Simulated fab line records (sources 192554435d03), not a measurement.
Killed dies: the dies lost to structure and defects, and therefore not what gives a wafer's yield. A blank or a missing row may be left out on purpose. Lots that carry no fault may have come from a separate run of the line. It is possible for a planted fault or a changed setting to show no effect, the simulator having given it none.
Problem report in the 8D (eight disciplines) form, filled by code + flow n5_finfet + the parts of the form that need people (team, actions taken, sign-off) are left out

1. THE ISSUE
Wafers without a fault read 66 s, standard deviation 3; time_to_endpoint_s at N5_BEOL_M10_CMP_52 reads a mean of 121 s on 3 wafers belonging to 2 lots. That puts it +18 standard deviations away from the usual mean.
The step: polishes, stops on SiCOH lowk, t overpolish 7 s, target thk 140 nm.
The first sign was on wafer L628.2 at day 12 11:10, on cmp-04. At this step, 32 wafers from 11 lots have a number in the record. By rule, "out" or "out of limits" means more than 4 standard deviations away from the usual mean. The other wafers with a number count as sound.

2. WHAT IT IS; WHAT IT IS NOT
| question                    | is                     | is not                                                                                       |
|-----------------------------|------------------------|----------------------------------------------------------------------------------------------|
| which readings at this step | time_to_endpoint_s     | clearing_platen_down_force_psi                                                               |
| which lots                  | L627, L628             | L619, L622, L623, L625, L626, L636, L639, L640, L641                                         |
| which wafers of those lots  | L627.2, L628.2, L628.6 | L627.1, L628.5                                                                               |
| read on which tools         | cmp-04                 | cmp-02, cmp-03                                                                               |
| when                        | from day 12 11:10      | up to then (16 sound wafers); but 13 sound wafers of L627, L636, L639, L640, L641 came after |

3. WHAT RULES OUT EACH SUSPECT
Counting: any tool at a process step up to the reading remains a suspect provided it ran every lot that is out. Sound lots after the first of them don't rule it out here, since some wafers of a struck lot are sound.
- ald_metal-01 at N5_BEOL_M10_ALD_74 (deposits TaN, target thk 2 nm, pulse time 2 s, purge time 3 s): kept. Every lot that is out went through it, the first being L628 (day 12 09:47); the last sound lot it ran before that was L622 (day 10 17:52).
- ecd_cu-01 at N5_BEOL_M10_ECD_50 (material Cu, target thk 318 nm): kept. Every lot that is out went through it, the first being L628 (day 12 10:30); the last sound lot it ran before that was L626 (day 11 19:26).
- cmp-04 at N5_BEOL_M10_CMP_52 (polishes, stops on SiCOH lowk, t overpolish 7 s, target thk 140 nm): kept. Every lot that is out went through it, the first being L628 (day 12 11:10); the last sound lot it ran before that was L622 (day 10 19:12). Its own readings are out on those wafers: time_to_endpoint_s.
- Within cmp-04 at N5_BEOL_M10_CMP_52: the wafers that are out ran in chambers 2, 3; their sound lot-mates ran in chamber 1.
Still standing after the count: ald_metal-01 at N5_BEOL_M10_ALD_74, ecd_cu-01 at N5_BEOL_M10_ECD_50, cmp-04 at N5_BEOL_M10_CMP_52.

4. THE CAUSE (what the simulator had put in)
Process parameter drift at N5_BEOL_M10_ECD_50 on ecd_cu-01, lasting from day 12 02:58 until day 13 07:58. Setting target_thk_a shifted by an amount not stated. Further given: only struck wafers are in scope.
3 suspects survive the count, and this tool is in that group.

5. THE CHAIN OF EFFECTS, in route order
One row per reading whose mean, taken over the struck wafers that have a number, lies over 3 standard deviations from the usual. Readings are gone through only where the record gives a usual standard deviation; hours: the median, over the lots, of the time from a lot's start at the first step in this table giving one to that lot's start at this step; sigmas: the change measured in usual standard deviations.
| hours | step               | reading            | usual | on struck wafers | change | sigmas |
|-------|--------------------|--------------------|-------|------------------|--------|--------|
| 0     | N5_BEOL_M10_CMP_52 | time_to_endpoint_s | 66 s  | 121              | +55    | +18    |
Here are the process steps it includes:
- N5_BEOL_M10_CMP_52: polishes, stops on SiCOH lowk, t overpolish 7 s, target thk 140 nm.
Later steps that measure or inspect, where all struck wafers having a row at the step show a number for every such reading and not one has moved that far: N5_BEOL_M11_THK_MEAS_01.

6. WHAT WOULD HAVE CAUGHT IT SOONER
8 hours passed between the start of the fault at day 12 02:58 and the first reading out of limits in this record, taken at day 12 11:10.
L627, from the lots that are out (2), started N5_BEOL_M10_ECD_50 on ecd_cu-01 later than day 12 11:10. A hold on the tool at that time would have spared it.
